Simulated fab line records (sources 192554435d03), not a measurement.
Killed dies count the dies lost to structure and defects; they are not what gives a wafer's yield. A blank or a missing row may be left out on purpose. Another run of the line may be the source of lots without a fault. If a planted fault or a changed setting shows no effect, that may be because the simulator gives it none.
What tool caused it?    flow n5-finfet    9 lots with 26 wafers sampled at 5 steps, on a route of 1938 steps

== WHAT EACH GAUGE READ, for each wafer ==
N5_BEOL_M4_RC_MEAS_101. Usual: DIBL_N 37.0 mV/V, standard deviation 2.3; DIBL_P 37.3 mV/V, standard deviation 2.8; IOFF_N 0.17 nA/um, standard deviation 0.046; IOFF_P 0.23 nA/um, standard deviation 0.054; ION_N 675 uA/um, standard deviation 14; ION_P 460 uA/um, standard deviation 9.3; SS_N 71.7 mV/dec, standard deviation 0.73; SS_P 73.6 mV/dec, standard deviation 0.95; VT_N 249 mV, standard deviation 3.9; VT_P -250 mV, standard deviation 3.9.
lot   measured      on         DIBL_N (mV/V)   DIBL_P (mV/V)   IOFF_N (nA/um)  IOFF_P (nA/um)  ION_N (uA/um)  ION_P (uA/um)  SS_N (mV/dec)   SS_P (mV/dec)   VT_N (mV)    VT_P (mV)       flag
L409  day 7 23:18   prober-02  40.3 37.1 43.8  40.9 35.4 44.8  0.23 0.15 0.36  0.31 0.21 0.42  680 676 712    471 464 478    72.2 71.3 73.7  74.8 73.7 76.2  243 251 240  -246 -251 -243  
L410  day 8 02:19   prober-02  37.4 36.8 39.6  37.6 37.4 40.9  0.19 0.17 0.25  0.22 0.22 0.29  677 667 688    457 453 457    72.1 71.1 72.2  73.7 75.0 76.1  250 249 245  -249 -251 -248  
L413  day 9 01:54   prober-01  36.7 36.7 36.5  38.7 36.8 38.3  0.17 0.16 0.16  0.26 0.21 0.25  681 671 679    475 458 473    70.8 71.5 71.2  74.1 72.5 73.6  248 251 251  -247 -251 -247  
L415  day 9 08:11   prober-02  35.3 38.5 39.3  36.6 39.5 40.8  0.15 0.22 0.23  0.19 0.25 0.27  670 703 706    458 474 471    71.4 72.1 72.3  73.1 73.8 74.8  253 245 248  -255 -251 -250  
L418  day 10 06:52  prober-02  35.7 41.2       35.0 42.4       0.15 0.27       0.23 0.37       677 700        468 473        71.5 73.1       73.0 74.4       250 244      -246 -243       
L423  day 12 16:50  prober-01  34.0 40.2 38.4  32.0 40.6 38.3  0.10 0.21 0.18  0.16 0.31 0.26  656 663 656    456 458 453    70.8 73.1 73.0  72.3 74.7 74.2  256 250 247  -253 -247 -249  
L426  day 12 22:21  prober-02  33.5 36.2 37.3  30.7 35.0 35.0  0.10 0.14 0.16  0.13 0.18 0.18  640 664 666    440 452 448    71.0 71.2 72.1  72.3 73.1 73.3  257 250 250  -258 -254 -253  
L428  day 13 00:56  prober-02  36.2 37.1 35.3  33.2 35.2 33.1  0.15 0.17 0.13  0.18 0.21 0.18  670 676 677    456 454 466    71.6 71.7 70.6  72.5 72.8 73.1  253 250 252  -253 -253 -250  
L429  day 13 14:05  prober-01  38.3 36.8 37.2  39.4 38.0 38.0  0.20 0.17 0.18  0.24 0.21 0.22  673 671 666    456 455 455    71.8 72.3 71.8  73.6 72.9 73.7  247 250 248  -251 -252 -250  

== EACH LOT AND THE TOOL THAT RAN IT (in order: tool; ch and the chambers of the sampled wafers; start) ==
lot   N5_HKMG_FIN_STRIP_34               N5_HKMG_FIN_ALD_71                  N5_HKMG_FIN_STRIP_90               N5_HKMG_FIN_ETCHBACK_68
L409  rie-diel-03 ch 0,1,3, day 4 02:40  ald-metal-04 ch 0,1,3, day 4 04:26  rie-diel-05 ch 0,1,3, day 4 04:50  rie-metal-02 ch 0,1, day 4 05:01
L410  rie-diel-01 ch 1,2,3, day 4 09:46  ald-metal-04 ch 0,1, day 4 11:34    rie-diel-01 ch 0,3, day 4 11:58    rie-metal-03 ch 0,1, day 4 12:10
L413  rie-diel-05 ch 0,2,3, day 5 02:15  ald-metal-04 ch 0,1,2, day 5 04:03  rie-diel-05 ch 0,1,3, day 5 04:27  rie-metal-03 ch 0,1, day 5 04:36
L415  rie-diel-01 ch 0,1,3, day 5 19:32  ald-metal-04 ch 0,1, day 5 21:19    rie-diel-03 ch 0,2, day 5 21:43    rie-metal-01 ch 0,1, day 5 21:53
L418  rie-diel-05 ch 1,2, day 6 07:51    ald-metal-02 ch 2,3, day 6 09:45    rie-diel-03 ch 2,3, day 6 10:04    rie-metal-01 ch 0,1, day 6 10:16
L423  rie-diel-05 ch 0,3, day 7 16:12    ald-metal-01 ch 0,2,3, day 7 18:17  rie-diel-05 ch 0,1, day 7 18:41    rie-metal-02 ch 0,1, day 7 18:51
L426  rie-diel-03 ch 1,2,3, day 8 10:32  ald-metal-01 ch 2,3, day 8 12:17    rie-diel-05 ch 1,3, day 8 12:56    rie-metal-01 ch 0,1, day 8 13:05
L428  rie-diel-05 ch 1,3, day 8 23:05    ald-metal-01 ch 2,3, day 9 01:03    rie-diel-05 ch 0,1,2, day 9 01:27  rie-metal-03 ch 0,1, day 9 01:37
L429  rie-diel-01 ch 1,3, day 9 05:32    ald-metal-01 ch 0,2, day 9 07:19    rie-diel-01 ch 0,2,3, day 9 07:43  rie-metal-01 ch 0,1, day 9 07:55
- N5_HKMG_FIN_STRIP_34: strips in CF4.
- N5_HKMG_FIN_ALD_71: deposits TiN, target thk 1 nm, pulse time 1 s, purge time 3 s.
- N5_HKMG_FIN_STRIP_90: strips SOC in N2/H2, time 20 s.
- N5_HKMG_FIN_ETCHBACK_68: etches the open film in Cl2/Ar, stops on HfO2, target depth 0.5 nm.

== WHAT THE TOOLS THEMSELVES READ (means of the sampled wafers that have a number; where no wafer has one, the mark that the record gives instead) ==
N5_HKMG_FIN_STRIP_34. Usual: drypump-motor-current-A 5.6 A, standard deviation 0.54; oes-product-au 0.76 a.u., standard deviation 0.083; rf-vpp-V 270.9 V, standard deviation 1.6; showerhead-plenum-p-Torr 1.78 Torr, standard deviation 0.06; throttle-valve-pct 13.56 %, standard deviation 0.25.
lot   tool         drypump-motor-current-A (A)  oes-product-au (a.u.)  rf-vpp-V (V)  showerhead-plenum-p-Torr (Torr)  throttle-valve-pct (%)  flag
L409  rie-diel-03  5.7                          0.73                   270.3         1.74                             13.64                   
L410  rie-diel-01  5.7                          0.70                   269.7         1.78                             13.67                   
L413  rie-diel-05  5.4                          0.72                   270.9         1.80                             13.62                   
L415  rie-diel-01  5.9                          0.71                   272.3         1.82                             13.67                   
L418  rie-diel-05  5.8                          0.72                   270.3         1.75                             13.71                   
L423  rie-diel-05  5.1                          0.72                   271.4         1.81                             13.54                   
L426  rie-diel-03  5.5                          0.77                   269.5         1.75                             13.50                   
L428  rie-diel-05  5.0                          0.71                   271.9         1.82                             13.66                   
L429  rie-diel-01  5.8                          0.77                   272.3         1.82                             13.56                   

N5_HKMG_FIN_ALD_71. Usual: heater-power-w 898 W, standard deviation 95; precursor-pulse-height-rel 1.000, standard deviation 0.019; susceptor-temp-C 400.01 C, standard deviation 0.21.
lot   tool          heater-power-w (W)  precursor-pulse-height-rel  susceptor-temp-C (C)  flag
L409  ald-metal-04  860                 0.992                       399.93                
L410  ald-metal-04  812                 1.016                       399.92                
L413  ald-metal-04  913                 1.007                       411.77                OFF
L415  ald-metal-04  894                 0.995                       423.07                OFF
L418  ald-metal-02  975                 0.994                       400.25                
L423  ald-metal-01  873                 0.974                       400.02                
L426  ald-metal-01  948                 1.005                       399.89                
L428  ald-metal-01  941                 1.001                       400.15                
L429  ald-metal-01  917                 0.999                       399.81                

N5_HKMG_FIN_STRIP_90. Usual: drypump-motor-current-A 5.6 A, standard deviation 0.5; oes-product-au 0.76 a.u., standard deviation 0.092; rf-vpp-V 54.2 V, standard deviation 0.87; showerhead-plenum-p-Torr 3.36 Torr, standard deviation 0.12; throttle-valve-pct 18.9 %, standard deviation 0.39.
lot   tool         drypump-motor-current-A (A)  oes-product-au (a.u.)  rf-vpp-V (V)  showerhead-plenum-p-Torr (Torr)  throttle-valve-pct (%)  flag
L409  rie-diel-05  5.1                          0.74                   54.2          3.39                             18.6                    
L410  rie-diel-01  5.9                          0.69                   54.3          3.43                             19.0                    
L413  rie-diel-05  5.2                          0.73                   54.9          3.39                             18.6                    
L415  rie-diel-03  5.0                          0.69                   53.5          3.22                             19.1                    
L418  rie-diel-03  5.6                          0.74                   54.8          3.29                             19.3                    
L423  rie-diel-05  5.3                          0.71                   54.0          3.32                             18.5                    
L426  rie-diel-05  5.2                          0.72                   54.9          3.37                             18.7                    
L428  rie-diel-05  5.6                          0.70                   53.9          3.28                             18.8                    
L429  rie-diel-01  5.8                          0.82                   54.8          3.44                             18.6                    

N5_HKMG_FIN_ETCHBACK_68. Usual: drypump-motor-current-A 5.5 A, standard deviation 0.31; oes_ar_750_au 0.78 a.u., standard deviation 0.13; oes-product-au 0.76 a.u., standard deviation 0.13; throttle-valve-pct 20.95 %, standard deviation 0.3.
lot   tool          drypump-motor-current-A (A)  oes_ar_750_au (a.u.)  oes-product-au (a.u.)  throttle-valve-pct (%)  flag
L409  rie-metal-02  5.3                          0.64                  0.61                   21.05                   
L410  rie-metal-03  5.8                          0.76                  0.76                   21.04                   
L413  rie-metal-03  5.8                          0.78                  0.79                   21.10                   
L415  rie-metal-01  5.6                          0.96                  0.94                   20.61                   
L418  rie-metal-01  5.6                          0.95                  0.92                   20.74                   
L423  rie-metal-02  5.3                          0.63                  0.60                   21.09                   
L426  rie-metal-01  5.5                          0.91                  0.86                   20.93                   
L428  rie-metal-03  5.8                          0.74                  0.74                   21.07                   
L429  rie-metal-01  5.5                          0.91                  0.89                   20.88                   

== THE ANSWER, worked out from the rows above alone ==
Rule: a lot counts as off when the mean over its wafers that have a number is more than 3 standard deviations away from the usual mean. A lot without any number at a reading at which 4 lots or more have one is off too. Any other lot the step has rows for is counted as sound. Order of review: gauges by route order, followed by the tools' own readings, for which a lot's mean as printed above is used. At the first step where some lot is off, the reading lying furthest off is the one used; lots without a number count as furthest.
Off: L413, L415 (N5_HKMG_FIN_ALD_71, susceptor-temp-C).
A tool fits if, at that step or a process step before it, it ran every lot that is off, and no sound lot after the first of them. One fits: ald-metal-04 at N5_HKMG_FIN_ALD_71. A fault onset in the window from L410 (day 4 11:34, its last sound lot) to L413 (day 5 04:03, its first lot off) fits.
The tool's own readings at N5_HKMG_FIN_ALD_71 bear it out: on the lots that are off they differ by more than 5 times the standard deviation of the sound lots' means. susceptor-temp-C reads 417.42 C there against 400.00 C on the sound lots.

== WHAT WAS PUT IN BY THE SIMULATOR ==
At N5_HKMG_FIN_ALD_71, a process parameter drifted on ald-metal-04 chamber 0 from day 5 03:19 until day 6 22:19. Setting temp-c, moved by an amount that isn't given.
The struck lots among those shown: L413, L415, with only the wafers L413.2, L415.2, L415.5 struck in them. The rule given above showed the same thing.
